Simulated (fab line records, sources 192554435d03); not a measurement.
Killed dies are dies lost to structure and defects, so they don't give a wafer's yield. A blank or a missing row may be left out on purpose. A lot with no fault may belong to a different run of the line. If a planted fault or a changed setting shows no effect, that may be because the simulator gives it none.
Matching of chambers || flow n5Finfet || N5_BEOL_M2_ALD_84 on aldMetal-02: 4 sister chambers
The step deposits TaN, pulse time 2 s, purge time 3 s, co reactant purge time 2 s. 8 wafers are shown with their chamber, then 10 later ones without.

EACH WAFER AND ITS CHAMBER
{"wafer": "L081.3", "chamber": 2, "heaterPowerW (W)": 393, "mfcCarrierSccm (sccm)": 1505}
{"wafer": "L083.2", "chamber": 0, "heaterPowerW (W)": 419, "mfcCarrierSccm (sccm)": 1493}
{"wafer": "L083.3", "chamber": 2, "heaterPowerW (W)": 393, "mfcCarrierSccm (sccm)": 1498}
{"wafer": "L084.1", "chamber": 3, "heaterPowerW (W)": 350, "mfcCarrierSccm (sccm)": 1499}
{"wafer": "L084.2", "chamber": 0, "heaterPowerW (W)": 395, "mfcCarrierSccm (sccm)": 1500}
{"wafer": "L084.3", "chamber": 1, "heaterPowerW (W)": 415, "mfcCarrierSccm (sccm)": 1505}
{"wafer": "L087.1", "chamber": 3, "heaterPowerW (W)": 353, "mfcCarrierSccm (sccm)": 1501}
{"wafer": "L087.5", "chamber": 1, "heaterPowerW (W)": 432, "mfcCarrierSccm (sccm)": 1496}

WAFERS WHOSE CHAMBER IS MISSING
{"wafer": "L087.6", "heaterPowerW (W)": 387, "mfcCarrierSccm (sccm)": 1501}
{"wafer": "L092.1", "heaterPowerW (W)": 395, "mfcCarrierSccm (sccm)": 1501}
{"wafer": "L092.2", "heaterPowerW (W)": 409, "mfcCarrierSccm (sccm)": 1499}
{"wafer": "L092.4", "heaterPowerW (W)": 402, "mfcCarrierSccm (sccm)": 1497}
{"wafer": "L095.1", "heaterPowerW (W)": 344, "mfcCarrierSccm (sccm)": 1494}
{"wafer": "L095.2", "heaterPowerW (W)": 392, "mfcCarrierSccm (sccm)": 1507}
{"wafer": "L095.6", "heaterPowerW (W)": 403, "mfcCarrierSccm (sccm)": 1509}
{"wafer": "L097.1", "heaterPowerW (W)": 405, "mfcCarrierSccm (sccm)": 1503}
{"wafer": "L097.2", "heaterPowerW (W)": 430, "mfcCarrierSccm (sccm)": 1506}
{"wafer": "L097.5", "heaterPowerW (W)": 411, "mfcCarrierSccm (sccm)": 1510}

WHICH CHAMBER EACH WENT THROUGH
{"wafer": "L087.6", "from the rows above": "can't be placed: 2 or 0", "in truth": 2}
{"wafer": "L092.1", "from the rows above": "can't be placed: 2 or 0", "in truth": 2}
{"wafer": "L092.2", "from the rows above": "can't be placed: 0 or 1 or 2", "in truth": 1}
{"wafer": "L092.4", "from the rows above": "can't be placed: 0 or 2 or 1", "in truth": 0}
{"wafer": "L095.1", "from the rows above": 3, "in truth": 3}
{"wafer": "L095.2", "from the rows above": "can't be placed: 2 or 0", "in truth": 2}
{"wafer": "L095.6", "from the rows above": "can't be placed: 2 or 0 or 1", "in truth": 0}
{"wafer": "L097.1", "from the rows above": "can't be placed: 2 or 0 or 1", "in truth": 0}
{"wafer": "L097.2", "from the rows above": "can't be placed: 1 or 0", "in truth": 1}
{"wafer": "L097.5", "from the rows above": "can't be placed: 1 or 2 or 0", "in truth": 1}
Placed correctly: 1 of 10. Cannot be placed on the basis of these rows: 9; the candidates contain the true chamber in 9. Number placed wrongly: 0.
How it was worked out, from the rows above alone: a wafer's distance from a chamber is the root of the sum, over the readings, of the square of ((its reading less the chamber's mean) divided by the reading's scatter). The wafer belongs to the nearest chamber; if the next one is less than 2 further off, it can't be placed. For every chamber, the mean is computed from those of its wafers that are shown. The scatter is the square root of a quotient: the sum, over the shown wafers, of each reading's squared deviation from its chamber's mean, divided by wafers minus chambers.
